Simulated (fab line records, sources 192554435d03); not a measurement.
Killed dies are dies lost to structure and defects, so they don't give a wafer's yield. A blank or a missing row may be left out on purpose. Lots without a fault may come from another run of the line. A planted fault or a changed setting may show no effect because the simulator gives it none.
fab line records | flow n5_finfet
record lots=7 wafers=21 last_day=18
route steps=1938 shown BEOL_M2@909 BEOL_M4@1111 PASSIVATION@1936
lots that met no fault: from a run of the same line without faults
start_h: hours from the record's first day to the start of the lot's first wafer shown | wait_h: hours since the lot's step before | " the same as in the row above | L1.1+2: a row that stands for several wafers | - no value, or no start given | * or withheld: withheld | < > ~ a bound
route shown NAME@n: a module of which the file shows steps, and the number in the route of the first | usual: mean/standard deviation of fault-free wafers | same: alike in all rows | chamber/n: place in a boat | sites: the reading at each site | _std_site: their standard deviation | _edge_site: outer sites' mean less inner sites' | radius_mm: how far each site lies from the wafer's centre | mask NAME#n: copy n | behind: the tool/chamber that last shaped the wafer | hold: why the lot was held/for how many hours/how that ended | device: the transistor (n, p or np) that didn't switch | end of line: the same wafers' tests at the end of the route | a step without rows: its recipe alone | killed: dies lost to structure and defects at the first sort, not the wafer's yield | map: a wafer's dies, x killed, . not, _ none there
set.NAME: the setting as run; set.NAME@STEP: as run at that earlier step | model.NAME: the simulator's own value behind a step, which no gauge read
lots at some steps of the route; a table a step, a row a wafer
services: from which hour (start_h, from the record's first day; less than 0 if before it) a tool's chamber was out of use, for how many hours, and why
## steps
# step N5_BEOL_M2_ANNEAL_82
# recipe temp_c=400 time_s=240 ambient=vacuum
# step N5_BEOL_M2_SPUTTER_86
# recipe material=Cu target_thk_a=45 temp_c=-20 chamber_pressure_pa=0.07 power_w=withheld time_s=8.29
# step N5_BEOL_M2_ANNEAL_87
# recipe temp_c=400 time_s=240 ambient=vacuum
# usual heater_power_w=796/82
# columns lot.wafer tool chamber start_h wait_h heater_power_w
L411.4 pvd_sputter-01 - 138.45 0.0 823
L411.5 " - " " 801
L411.6 " - " " 873
L416.4 pvd_sputter-01 - 171.42 0.0 815
L416.5 " - " " 725
L416.6 " - " " 814
L421.2 pvd_sputter-01 - 203.33 0.0 826
L421.3 " - " " 804
L421.5 " - " " 847
L429.2 pvd_sputter-01 - 253.86 0.0 852
L429.5 " - " " 719
L429.6 " - " " 811
L431.1 pvd_sputter-02 - 261.72 0.0 869
L431.4 " - " " 787
L431.6 " - " " 861
L430.1 pvd_sputter-02 - 272.50 0.0 787
L430.3 " - " " 893
L430.5 " - " " 885
L434.1 pvd_sputter-02 - 290.57 0.0 890
L434.3 " - " " 838
L434.4 " - " " 866
# step N5_BEOL_M2_SPUTTER_88
# recipe material=Cu target_thk_a=45 temp_c=-20 chamber_pressure_pa=0.07 power_w=withheld time_s=8.29
# step N5_BEOL_M2_ANNEAL_89
# recipe temp_c=400 time_s=240 ambient=vacuum
# usual heater_power_w=798/85
# columns lot.wafer tool chamber start_h wait_h heater_power_w
L411.4 pvd_sputter-01 - 138.67 0.0 800
L411.5 " - " " 815
L411.6 " - " " 881
L416.4 pvd_sputter-01 - 171.64 0.0 813
L416.5 " - " " 717
L416.6 " - " " 823
L421.2 pvd_sputter-01 - 203.58 0.0 806
L421.3 " - " " 828
L421.5 " - " " 873
L429.2 pvd_sputter-01 - 254.08 0.0 881
L429.5 " - " " 737
L429.6 " - " " 818
L431.1 pvd_sputter-02 - 261.94 0.0 909
L431.4 " - " " 774
L431.6 " - " " 836
L430.1 pvd_sputter-02 - 272.72 0.0 772
L430.3 " - " " 875
L430.5 " - " " 890
L434.1 pvd_sputter-02 - 290.79 0.0 888
L434.3 " - " " 840
L434.4 " - " " 837
# step N5_BEOL_M2_SPUTTER_90
# recipe material=Cu target_thk_a=45 temp_c=-20 chamber_pressure_pa=0.07 power_w=withheld time_s=8.29
# usual throttle_valve_pct=29.7/0.86
# columns lot.wafer tool chamber start_h wait_h throttle_valve_pct
L411.4 pvd_sputter-01 - 138.81 0.1 30.9
L411.5 " - " " 29.0
L411.6 " - " " 30.5
L416.4 pvd_sputter-01 - 171.78 0.1 29.0
L416.5 " - " " 29.5
L416.6 " - " " 28.7
L421.2 pvd_sputter-01 - 203.72 0.1 28.8
L421.3 " - " " 30.9
L421.5 " - " " 30.2
L429.2 pvd_sputter-01 - 254.22 0.1 30.2
L429.5 " - " " 29.4
L429.6 " - " " 29.2
L431.1 pvd_sputter-02 - 262.08 0.1 27.9
L431.4 " - " " 29.1
L431.6 " - " " 30.9
L430.1 pvd_sputter-02 - 272.86 0.1 29.3
L430.3 " - " " 27.9
L430.5 " - " " 27.5
L434.1 pvd_sputter-02 - 290.93 0.1 28.0
L434.3 " - " " 30.7
L434.4 " - " " 30.5
# step N5_BEOL_M2_ANNEAL_91
# recipe temp_c=400 time_s=240 ambient=vacuum
# step N5_BEOL_M2_SPUTTER_92
# recipe material=Cu target_thk_a=45 temp_c=-20 chamber_pressure_pa=0.07 power_w=withheld time_s=8.29
# usual throttle_valve_pct=29.8/0.84
# columns lot.wafer tool chamber start_h wait_h throttle_valve_pct
L411.4 pvd_sputter-01 - 139.03 0.1 30.7
L411.5 " - " " 29.0
L411.6 " - " " 30.4
L416.4 pvd_sputter-01 - 172.00 0.1 29.1
L416.5 " - " " 29.7
L416.6 " - " " 28.8
L421.2 pvd_sputter-01 - 203.94 0.1 29.1
L421.3 " - " " 30.9
L421.5 " - " " 30.1
L429.2 pvd_sputter-01 - 254.44 0.1 30.1
L429.5 " - " " 29.6
L429.6 " - " " 29.0
L431.1 pvd_sputter-02 - 262.30 0.1 27.7
L431.4 " - " " 29.2
L431.6 " - " " 30.8
L430.1 pvd_sputter-02 - 273.08 0.1 29.6
L430.3 " - " " 27.9
L430.5 " - " " 27.8
L434.1 pvd_sputter-02 - 291.15 0.1 27.9
L434.3 " - " " 31.0
L434.4 " - " " 30.6
# step N5_BEOL_M2_ANNEAL_93
# recipe temp_c=400 time_s=240 ambient=vacuum
# step N5_BEOL_M2_SPUTTER_94
# recipe material=Cu target_thk_a=45 temp_c=-20 chamber_pressure_pa=0.07 power_w=withheld time_s=8.29
# step N5_BEOL_M2_ANNEAL_95
# recipe temp_c=400 time_s=240 ambient=vacuum
# usual heater_power_w=796/83
# columns lot.wafer tool chamber start_h wait_h heater_power_w
L411.4 pvd_sputter-01 - 139.33 0.0 806
L411.5 " - " " 846
L411.6 " - " " 881
L416.4 pvd_sputter-01 - 172.30 0.0 825
L416.5 " - " " 720
L416.6 " - " " 815
L421.2 pvd_sputter-01 - 204.24 0.0 822
L421.3 " - " " 799
L421.5 " - " " 875
L429.2 pvd_sputter-01 - 254.74 0.0 872
L429.5 " - " " 725
L429.6 " - " " 829
L431.1 pvd_sputter-02 - 262.60 0.0 881
L431.4 " - " " 800
L431.6 " - " " 815
L430.1 pvd_sputter-02 - 273.38 0.0 807
L430.3 " - " " 866
L430.5 " - " " 875
L434.1 pvd_sputter-02 - 291.45 0.0 873
L434.3 " - " " 840
L434.4 " - " " 848
# step N5_BEOL_M2_SPUTTER_96
# recipe material=Cu target_thk_a=45 temp_c=-20 chamber_pressure_pa=0.07 power_w=withheld time_s=8.29
# step N5_BEOL_M2_ECD_50
# recipe material=Cu target_thk_a=3000
# columns lot.wafer tool chamber start_h wait_h
L411.4+5+6 ecd_cu-02 1,0,1 139.60 0.1
L416.4+5+6 ecd_cu-02 0,1,0 172.57 0.1
L421.2+3+5 ecd_cu-02 0,1,0 204.49 0.1
L429.2+5+6 ecd_cu-02 1,1,0 254.99 0.1
L431.1+4+6 ecd_cu-02 0 262.86 0.1
L430.1+3+5 ecd_cu-01 1 273.64 0.1
L434.1+3+4 ecd_cu-02 1,0,1 291.71 0.1
# step N5_BEOL_M2_ANNEAL_51
# recipe temp_c=225 time_s=90 ambient=N2
# step N5_BEOL_M2_CMP_52
# recipe stop_on=SiOC t_overpolish_s=6.8 down_force_psi=1 platen_rpm=50 clearing_platen_down_force_psi=1.5 clearing_platen_rpm=50 post_cmp_clean=cu_alkaline target_thk_nm=40 clearing_platen_pad_velocity_m_s=0.99484 pad_velocity_m_s=0.99484
# usual clearing_platen_down_force_psi=1.500/0.0031 motor_current_A=6.0/0.63 retaining_ring_pressure_frac=1.001/0.0048 time_to_endpoint_s=63/3.5
# columns lot.wafer tool chamber start_h wait_h clearing_platen_down_force_psi motor_current_A retaining_ring_pressure_frac time_to_endpoint_s
L411.4 cmp-01 3 139.96 0.1 1.495 6.8 1.003 60
L411.5 " 3 " " 1.499 6.5 0.997 62
L411.6 " 0 " " 1.499 5.3 0.997 65
L416.4 cmp-01 2 173.01 0.2 1.504 6.5 1.007 65
L416.5 " 0 " " 1.500 5.0 0.999 71
L416.6 " 1 " " 1.504 5.2 0.993 64
L421.3 cmp-01 2 204.88 0.2 1.494 6.8 0.993 66
L421.2 " 1 " " 1.504 4.9 0.996 66
L421.5 " 3 " " 1.497 6.7 1.003 65
L429.2 cmp-01 0 255.41 0.2 1.500 5.5 1.006 2
L429.5 " 0 " " 1.497 5.2 1.007 2
L429.6 " 1 " " 1.503 5.2 0.998 0
L431.4 cmp-01 2 263.25 0.1 1.502 6.6 1.010 0
L431.1 " 0 " " 1.500 5.3 1.008 5
L431.6 " 3 " " 1.499 7.0 1.004 4
L430.1 cmp-02 1 274.09 0.3 1.499 6.5 1.001 0
L430.3 " 2 " " 1.498 5.9 0.999 5
L430.5 " 3 " " 1.501 5.4 1.011 0
L434.3 cmp-02 3 292.23 0.2 1.500 5.2 1.006 52
L434.1 " 0 " " 1.496 6.5 1.001 61
L434.4 " 2 " " 1.499 5.9 1.003 64
# step N5_BEOL_M4_RC_MEAS_101
# usual DIBL_N=37.4/2.1 DIBL_P=37.8/2.5 IOFF_N=0.19/0.045 IOFF_P=0.24/0.05 ION_N=682/16 ION_P=467/11 SS_N=71.9/0.67 SS_P=73.6/0.76 VT_N=247/3.6 VT_P=-248/3.6
# columns lot.wafer tool chamber start_h wait_h DIBL_N[mV/V] DIBL_P[mV/V] IOFF_N[nA/um] IOFF_P[nA/um] ION_N[uA/um] ION_P[uA/um] SS_N[mV/dec] SS_P[mV/dec] VT_N[mV] VT_P[mV]
L411.4 prober-01 0 158.46 0.5 35.1 38.0 0.15 0.24 651 453 71.5 74.7 254 -250
L411.5 " 0 " " 37.9 39.7 0.20 0.26 666 457 71.5 75.3 246 -250
L411.6 " 0 " " 37.7 40.0 0.23 0.29 672 462 72.2 74.9 244 -246
L416.4 prober-02 0 191.56 0.5 34.0 35.7 0.15 0.22 661 465 71.8 73.2 247 -249
L416.5 " 0 " " 35.2 37.0 0.16 0.25 685 480 71.8 73.4 246 -246
L416.6 " 0 " " 36.0 35.8 0.17 0.22 683 470 71.3 73.1 247 -247
L421.2 prober-01 0 232.00 0.2 40.7 40.8 0.25 0.30 703 470 73.0 74.4 242 -244
L421.3 " 0 " " 38.9 39.9 0.24 0.29 713 481 72.3 74.1 243 -247
L421.5 " 0 " " 39.6 40.2 0.24 0.29 703 477 72.3 73.9 244 -244
L434.1 prober-02 0 329.94 0.0 39.5 39.0 0.24 0.27 690 469 73.6 73.9 246 -248
L434.3 " 0 " " 34.4 33.8 0.12 0.18 667 463 71.6 72.9 252 -249
L434.4 " 0 " " 37.3 38.7 0.20 0.29 689 480 72.7 74.2 243 -243
# step N5_PASSIVATION_PROBE_49
# usual defect_limited_yield=90.9/1.6 killed_at_M0_to_M3=34/10 killed_at_M4_up=13/5.4 killed_at_contacts=13/6 killed_at_front_end=42/13 killed_at_other=4/3.2 killed_dies=107/18 killed_on_rim=14/4.2 killed_open=69/14 killed_short=35/7.7 sort_bin_5_function=5.3/1 sort_bin_6_memory=3.3/0.75 sort_n_pass=1073/19 sort_yield_pct=90.9/1.6
# same gross_dies=1180 killed_at_back_side=0 sort_bin_4_leakage[%]=0 sort_bin_8_speed[%]=0
# columns lot.wafer tool chamber start_h wait_h defect_limited_yield[%] killed_at_M0_to_M3 killed_at_M4_up killed_at_contacts killed_at_front_end killed_at_other killed_dies killed_on_rim killed_open killed_short sort_bin_5_function[%] sort_bin_6_memory[%] sort_n_pass sort_yield_pct[%]
L411.4 prober-02 - 265.85 0.2 90.3 33 16 12 53 1 115 17 74 37 5.1 4.2 1065 90.3
L411.5 prober-02 - 265.90 0.2 92.5 18 27 14 30 0 89 12 65 22 5.0 2.1 1091 92.5
L411.6 prober-02 - 265.95 0.3 92.6 26 18 7 33 3 87 14 53 32 4.4 2.3 1093 92.6
L416.4 prober-01 - 289.65 0.2 93.5 26 10 19 20 2 77 10 48 27 3.4 2.7 1103 93.5
L416.5 prober-01 - 289.70 0.2 92.1 21 17 7 39 9 93 13 56 30 4.4 2.8 1087 92.1
L416.6 prober-01 - 289.75 0.3 90.7 46 7 18 37 2 110 16 63 42 5.5 3.7 1070 90.7
L421.2 prober-01 - 342.62 0.1 90.6 30 11 22 41 7 111 19 66 37 5.8 3.5 1069 90.6
L421.3 prober-01 - 342.67 0.1 91.9 21 9 4 58 3 95 9 53 42 4.7 3.1 1085 91.9
L421.5 prober-01 - 342.77 0.2 91.1 36 7 17 41 4 105 11 65 38 5.0 3.1 1075 91.1
L431.1 prober-01 - 394.90 0.0 0 1090 7 12 69 2 1180 152 72 38 96.0 3.6 0 0
L431.4 prober-01 - 395.05 0.2 0 1102 11 14 52 1 1180 152 60 26 97.5 2.3 0 0
L431.6 prober-01 - 395.15 0.3 0 1118 9 12 37 4 1180 152 66 34 96.3 3.6 0 0
L429.2 prober-02 - 407.83 0.1 0 1110 15 22 33 0 1180 152 60 30 96.4 3.1 0 0
L429.5 prober-02 - 407.98 0.2 0 1139 7 5 25 4 1180 152 47 32 96.9 2.9 0 0
L429.6 prober-02 - 408.03 0.3 0 1113 16 11 40 0 1180 152 61 22 97.2 2.5 0 0
L430.1 prober-02 - 420.80 0.0 0 1086 20 13 58 3 1180 152 72 40 97.0 2.7 0 0
L430.3 prober-02 - 420.90 0.1 0 1094 11 8 58 9 1180 152 63 44 96.2 3.6 0 0
L430.5 prober-02 - 421.00 0.2 0 1129 6 11 33 1 1180 152 47 31 97.5 2.2 0 0
L434.1 prober-02 - 432.47 0.0 90.3 18 17 16 61 3 115 15 60 47 6.4 3.1 1065 90.3
L434.3 prober-02 - 432.57 0.1 90.8 29 6 13 54 6 108 17 69 32 5.9 3.1 1072 90.8
L434.4 prober-02 - 432.62 0.2 89.3 42 8 8 64 4 126 22 88 35 6.1 3.8 1054 89.3
# killed by level:class
L411.4 FIN_SAQP:geometric_particle:short=17 BEOL_M2:geometric_particle:open=10 FIN_SAQP:geometric_particle:open=9 STI_FIN_REVEAL:geometric_particle:open=9 MOL_CONTACT_COAG:geometric_particle:open=8 BEOL_M4:geometric_particle:open=7 BEOL_M0:geometric_particle:open=6 BEOL_M0_SAQP:geometric_particle:short=4
L411.5 BEOL_M4:geometric_particle:open=16 MOL_CONTACT_COAG:geometric_particle:open=14 FIN_SAQP:geometric_particle:short=6 GATE_CUT:geometric_particle:open=6 GATE_CUT:geometric_particle:short=5 BEOL_M2:geometric_particle:open=5 FIN_SAQP:geometric_particle:open=4 BEOL_M5:geometric_particle:open=4
L411.6 FIN_SAQP:geometric_particle:open=11 FIN_SAQP:geometric_particle:short=9 BEOL_M0_SAQP:geometric_particle:short=8 BEOL_M4:geometric_particle:open=7 BEOL_M0:geometric_particle:open=6 MOL_CONTACT_COAG:geometric_particle:open=5 BEOL_M2:geometric_particle:open=5 STI_FIN_REVEAL:geometric_particle:open=3
L416.4 MOL_CONTACT_COAG:geometric_particle:open=12 BEOL_M0_SAQP:geometric_particle:short=9 BEOL_M0_SAQP:geometric_particle:open=7 MOL_CONTACT_COAG:geometric_particle:short=6 STARTING-WAFER:geometric_particle:short=4 BEOL_M1:geometric_particle:open=3 BEOL_M4:geometric_particle:open=3 BEOL_M2:geometric_particle:open=3
L416.5 BEOL_M4:geometric_particle:open=10 FIN_SAQP:geometric_particle:short=9 BEOL_M0_SAQP:geometric_particle:open=6 BEOL_M2:geometric_particle:open=6 HKMG_FIN:area_etch=5 DUMMY_GATE:geometric_particle:open=4 MOL_CONTACT_COAG:geometric_particle:open=4 BEOL_M2:geometric_particle:short=4
L416.6 BEOL_M0_SAQP:geometric_particle:short=15 BEOL_M0_SAQP:geometric_particle:open=11 BEOL_M2:geometric_particle:open=10 MOL_CONTACT_COAG:geometric_particle:open=9 DUMMY_GATE:geometric_particle:open=8 FIN_SAQP:geometric_particle:short=5 MOL_CONTACT_COAG:geometric_particle:short=5 FIN_SAQP:geometric_particle:open=4
L421.2 MOL_CONTACT_COAG:geometric_particle:open=16 BEOL_M2:geometric_particle:open=8 STI_FIN_REVEAL:geometric_particle:open=7 BEOL_M0_SAQP:geometric_particle:open=7 FIN_SAQP:geometric_particle:short=6 MOL_CONTACT_COAG:geometric_particle:short=6 STARTING-WAFER:geometric_particle:open=6 FIN_SAQP:geometric_particle:open=5
L421.3 FIN_SAQP:geometric_particle:short=14 FIN_SAQP:geometric_particle:open=13 STI_FIN_REVEAL:geometric_particle:open=7 BEOL_M0_SAQP:geometric_particle:short=6 GATE_CUT:geometric_particle:short=5 BEOL_M3:geometric_particle:open=4 STI_FIN_REVEAL:geometric_particle:short=4 DUMMY_GATE:geometric_particle:open=4
L421.5 BEOL_M2:geometric_particle:open=13 MOL_CONTACT_COAG:geometric_particle:open=11 STI_FIN_REVEAL:geometric_particle:open=9 BEOL_M0_SAQP:geometric_particle:short=9 FIN_SAQP:geometric_particle:short=7 BEOL_M0_SAQP:geometric_particle:open=7 FIN_SAQP:geometric_particle:open=6 MOL_CONTACT_COAG:geometric_particle:short=6
L431.1 BEOL_M2:area_ecd=1070 FIN_SAQP:geometric_particle:open=23 FIN_SAQP:geometric_particle:short=21 MOL_CONTACT_COAG:geometric_particle:open=11 BEOL_M3:geometric_particle:open=7 DUMMY_GATE:geometric_particle:open=6 STI_FIN_REVEAL:geometric_particle:open=4 SPACER0:geometric_particle:open=4
L431.4 BEOL_M2:area_ecd=1088 FIN_SAQP:geometric_particle:open=13 MOL_CONTACT_COAG:geometric_particle:open=9 FIN_SAQP:geometric_particle:short=8 STI_FIN_REVEAL:geometric_particle:open=7 FIN_CUT:area_etch=6 DUMMY_GATE:geometric_particle:open=5 MOL_CONTACT_COAG:geometric_particle:short=5
L431.6 BEOL_M2:area_ecd=1079 BEOL_M0_SAQP:geometric_particle:short=13 FIN_SAQP:geometric_particle:open=12 MOL_CONTACT_COAG:geometric_particle:open=10 BEOL_M3:geometric_particle:open=9 FIN_SAQP:geometric_particle:short=6 STI_FIN_REVEAL:geometric_particle:open=6 BEOL_M0:geometric_particle:open=6
L429.2 BEOL_M2:area_ecd=1089 MOL_CONTACT_COAG:geometric_particle:open=14 STI_FIN_REVEAL:geometric_particle:open=9 MOL_CONTACT_COAG:geometric_particle:short=8 DUMMY_GATE:geometric_particle:open=7 FIN_SAQP:geometric_particle:short=6 BEOL_M1:geometric_particle:open=6 BEOL_M3:geometric_particle:open=5
L429.5 BEOL_M2:area_ecd=1101 BEOL_M0_SAQP:geometric_particle:short=12 BEOL_M1:geometric_particle:open=10 BEOL_M0_SAQP:geometric_particle:open=8 DUMMY_GATE:geometric_particle:open=5 BEOL_M2:geometric_particle:open=5 FIN_SAQP:geometric_particle:open=4 FIN_SAQP:geometric_particle:short=4
L429.6 BEOL_M2:area_ecd=1086 BEOL_M3:geometric_particle:open=14 FIN_CUT:area_etch=11 MOL_CONTACT_COAG:geometric_particle:open=9 FIN_SAQP:geometric_particle:open=7 STI_FIN_REVEAL:geometric_particle:open=7 BEOL_M4:geometric_particle:open=7 BEOL_M1:geometric_particle:open=7
L430.1 BEOL_M2:area_ecd=1068 STI_FIN_REVEAL:geometric_particle:open=18 FIN_SAQP:geometric_particle:open=13 MOL_CONTACT_COAG:geometric_particle:open=11 FIN_SAQP:geometric_particle:short=8 STARTING-WAFER:geometric_particle:short=8 BEOL_M0_SAQP:geometric_particle:short=8 BEOL_M4:geometric_particle:open=7
L430.3 BEOL_M2:area_ecd=1064 FIN_SAQP:geometric_particle:short=15 BEOL_M3:geometric_particle:open=12 FIN_SAQP:geometric_particle:open=10 STI_FIN_REVEAL:geometric_particle:open=9 MOL_CONTACT_COAG:geometric_particle:open=7 FIN_CUT:area_etch=7 PAD_METAL:geometric_particle:short=6
L430.5 BEOL_M2:area_ecd=1101 FIN_SAQP:geometric_particle:open=9 BEOL_M3:geometric_particle:open=9 FIN_SAQP:geometric_particle:short=8 MOL_CONTACT_COAG:geometric_particle:open=7 BEOL_M0_SAQP:geometric_particle:short=7 BEOL_M0_SAQP:geometric_particle:open=7 DUMMY_GATE:geometric_particle:open=4
L434.1 FIN_SAQP:geometric_particle:short=17 FIN_SAQP:geometric_particle:open=14 MOL_CONTACT_COAG:geometric_particle:open=12 BEOL_M4:geometric_particle:open=8 STI_FIN_REVEAL:geometric_particle:open=7 BEOL_M3:geometric_particle:open=5 GATE_CUT:geometric_particle:short=4 MOL_CONTACT_COAG:geometric_particle:short=4
L434.3 STI_FIN_REVEAL:geometric_particle:open=18 FIN_SAQP:geometric_particle:open=14 BEOL_M0_SAQP:geometric_particle:open=9 BEOL_M0_SAQP:geometric_particle:short=8 FIN_SAQP:geometric_particle:short=7 MOL_CONTACT_COAG:geometric_particle:open=7 BEOL_M3:geometric_particle:open=5 BEOL_M4:geometric_particle:open=5
L434.4 STI_FIN_REVEAL:geometric_particle:open=23 BEOL_M0_SAQP:geometric_particle:open=12 BEOL_M3:geometric_particle:open=12 FIN_SAQP:geometric_particle:open=10 FIN_SAQP:geometric_particle:short=8 BEOL_M0_SAQP:geometric_particle:short=8 MOL_CONTACT_COAG:geometric_particle:open=7 STI_FIN_REVEAL:geometric_particle:short=5
# map L429.2 (x killed, . not)
_________________xxxxxxxxxxxx________________
______________xxxxxxxxxxxxxxxxxx_____________
___________xxxxxxxxxxxxxxxxxxxxxxxx__________
__________xxxxxxxxxxxxxxxxxxxxxxxxxx_________
________xxxxxxxxxxxxxxxxxxxxxxxxxxxxxx_______
_______xxxxxxxxxxxxxxxxxxxxxxxxxxxxxxxx______
______xxxxxxxxxxxxxxxxxxxxxxxxxxxxxxxxxx_____
_____xxxxxxxxxxxxxxxxxxxxxxxxxxxxxxxxxxxx____
____xxxxxxxxxxxxxxxxxxxxxxxxxxxxxxxxxxxxxx___
___xxxxxxxxxxxxxxxxxxxxxxxxxxxxxxxxxxxxxxxx__
___xxxxxxxxxxxxxxxxxxxxxxxxxxxxxxxxxxxxxxxx__
__xxxxxxxxxxxxxxxxxxxxxxxxxxxxxxxxxxxxxxxxxx_
__xxxxxxxxxxxxxxxxxxxxxxxxxxxxxxxxxxxxxxxxxx_
_xxxxxxxxxxxxxxxxxxxxxxxxxxxxxxxxxxxxxxxxxxxx
_xxxxxxxxxxxxxxxxxxxxxxxxxxxxxxxxxxxxxxxxxxxx
_xxxxxxxxxxxxxxxxxxxxxxxxxxxxxxxxxxxxxxxxxxxx
_xxxxxxxxxxxxxxxxxxxxxxxxxxxxxxxxxxxxxxxxxxxx
_xxxxxxxxxxxxxxxxxxxxxxxxxxxxxxxxxxxxxxxxxxxx
_xxxxxxxxxxxxxxxxxxxxxxxxxxxxxxxxxxxxxxxxxxxx
_xxxxxxxxxxxxxxxxxxxxxxxxxxxxxxxxxxxxxxxxxxxx
_xxxxxxxxxxxxxxxxxxxxxxxxxxxxxxxxxxxxxxxxxxxx
__xxxxxxxxxxxxxxxxxxxxxxxxxxxxxxxxxxxxxxxxxx_
__xxxxxxxxxxxxxxxxxxxxxxxxxxxxxxxxxxxxxxxxxx_
___xxxxxxxxxxxxxxxxxxxxxxxxxxxxxxxxxxxxxxxx__
___xxxxxxxxxxxxxxxxxxxxxxxxxxxxxxxxxxxxxxxx__
____xxxxxxxxxxxxxxxxxxxxxxxxxxxxxxxxxxxxxx___
_____xxxxxxxxxxxxxxxxxxxxxxxxxxxxxxxxxxxx____
______xxxxxxxxxxxxxxxxxxxxxxxxxxxxxxxxxx_____
_______xxxxxxxxxxxxxxxxxxxxxxxxxxxxxxxx______
________xxxxxxxxxxxxxxxxxxxxxxxxxxxxxx_______
__________xxxxxxxxxxxxxxxxxxxxxxxxxx_________
___________xxxxxxxxxxxxxxxxxxxxxxxx__________
______________xxxxxxxxxxxxxxxxxx_____________
_________________xxxxxxxxxxxx________________
# map L430.1 (x killed, . not)
_________________xxxxxxxxxxxx________________
______________xxxxxxxxxxxxxxxxxx_____________
___________xxxxxxxxxxxxxxxxxxxxxxxx__________
__________xxxxxxxxxxxxxxxxxxxxxxxxxx_________
________xxxxxxxxxxxxxxxxxxxxxxxxxxxxxx_______
_______xxxxxxxxxxxxxxxxxxxxxxxxxxxxxxxx______
______xxxxxxxxxxxxxxxxxxxxxxxxxxxxxxxxxx_____
_____xxxxxxxxxxxxxxxxxxxxxxxxxxxxxxxxxxxx____
____xxxxxxxxxxxxxxxxxxxxxxxxxxxxxxxxxxxxxx___
___xxxxxxxxxxxxxxxxxxxxxxxxxxxxxxxxxxxxxxxx__
___xxxxxxxxxxxxxxxxxxxxxxxxxxxxxxxxxxxxxxxx__
__xxxxxxxxxxxxxxxxxxxxxxxxxxxxxxxxxxxxxxxxxx_
__xxxxxxxxxxxxxxxxxxxxxxxxxxxxxxxxxxxxxxxxxx_
_xxxxxxxxxxxxxxxxxxxxxxxxxxxxxxxxxxxxxxxxxxxx
_xxxxxxxxxxxxxxxxxxxxxxxxxxxxxxxxxxxxxxxxxxxx
_xxxxxxxxxxxxxxxxxxxxxxxxxxxxxxxxxxxxxxxxxxxx
_xxxxxxxxxxxxxxxxxxxxxxxxxxxxxxxxxxxxxxxxxxxx
_xxxxxxxxxxxxxxxxxxxxxxxxxxxxxxxxxxxxxxxxxxxx
_xxxxxxxxxxxxxxxxxxxxxxxxxxxxxxxxxxxxxxxxxxxx
_xxxxxxxxxxxxxxxxxxxxxxxxxxxxxxxxxxxxxxxxxxxx
_xxxxxxxxxxxxxxxxxxxxxxxxxxxxxxxxxxxxxxxxxxxx
__xxxxxxxxxxxxxxxxxxxxxxxxxxxxxxxxxxxxxxxxxx_
__xxxxxxxxxxxxxxxxxxxxxxxxxxxxxxxxxxxxxxxxxx_
___xxxxxxxxxxxxxxxxxxxxxxxxxxxxxxxxxxxxxxxx__
___xxxxxxxxxxxxxxxxxxxxxxxxxxxxxxxxxxxxxxxx__
____xxxxxxxxxxxxxxxxxxxxxxxxxxxxxxxxxxxxxx___
_____xxxxxxxxxxxxxxxxxxxxxxxxxxxxxxxxxxxx____
______xxxxxxxxxxxxxxxxxxxxxxxxxxxxxxxxxx_____
_______xxxxxxxxxxxxxxxxxxxxxxxxxxxxxxxx______
________xxxxxxxxxxxxxxxxxxxxxxxxxxxxxx_______
__________xxxxxxxxxxxxxxxxxxxxxxxxxx_________
___________xxxxxxxxxxxxxxxxxxxxxxxx__________
______________xxxxxxxxxxxxxxxxxx_____________
_________________xxxxxxxxxxxx________________
## services
# columns tool chamber start_h hours kind
cmp-01 - 116.97 - consumable_replace:conditioner
cmp-01 - 116.97 - consumable_replace:pad
cmp-01 - 116.97 6.3 pm
cmp-01 - 147.64 1.0 repair
ecd_cu-01 - 162.35 0.4 repair
ecd_cu-01 - 164.86 1.7 repair
cmp-02 - 173.98 0.5 repair
cmp-02 - 191.17 9.8 repair
cmp-01 - 195.35 3.5 repair
ecd_cu-01 - 221.68 0.9 repair
cmp-01 - 228.23 0.9 repair
cmp-01 - 230.09 1.5 repair
cmp-02 - 239.41 4.0 pm
cmp-02 - 243.41 - consumable_replace:conditioner
cmp-02 - 243.41 - consumable_replace:pad
ecd_cu-01 - 251.17 2.8 repair
cmp-01 - 259.16 1.2 repair
cmp-02 - 263.19 4.4 pm
cmp-01 - 281.15 0.8 repair
## key
first_sign step=N5_BEOL_M2_CMP_52 reading=time_to_endpoint_s direction=down sigmas=17 usual=* struck=*
effect step=N5_PASSIVATION_PROBE_49 reading=killed_at_M0_to_M3 direction=up sigmas=99+ usual=34 struck=1109
more_kills_born_at N5_BEOL_M2_ECD_50@ecd_cu-02=6513 N5_BEOL_M2_ECD_50@ecd_cu-01=3231
met_at N5_BEOL_M2_ECD_50
struck_wafers L429.2,L429.5,L429.6,L430.1,L430.3,L430.5,L431.1,L431.4,L431.6
later_rows_left_out L429.2,L429.5,L429.6,L430.1,L430.3,L430.5,L431.1,L431.4,L431.6
baseline_loss step=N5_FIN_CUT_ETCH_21 wafers=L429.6
onset_between 204.49 254.99
fault kind=skipped_step_whole tool=ecd_cu-01,ecd_cu-02 chamber=- onset_h=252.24 steps=N5_BEOL_M2_ECD_50 scope=struck_lots_only
# later_rows_left_out: the simulator's readings of these wafers behind a module that went badly wrong aren't trusted and aren't shown, but for the sort
# baseline_loss: these wafers lose ten dies or more at that step, a loss of the line's own and not of a fault; the sort's usual values leave them out
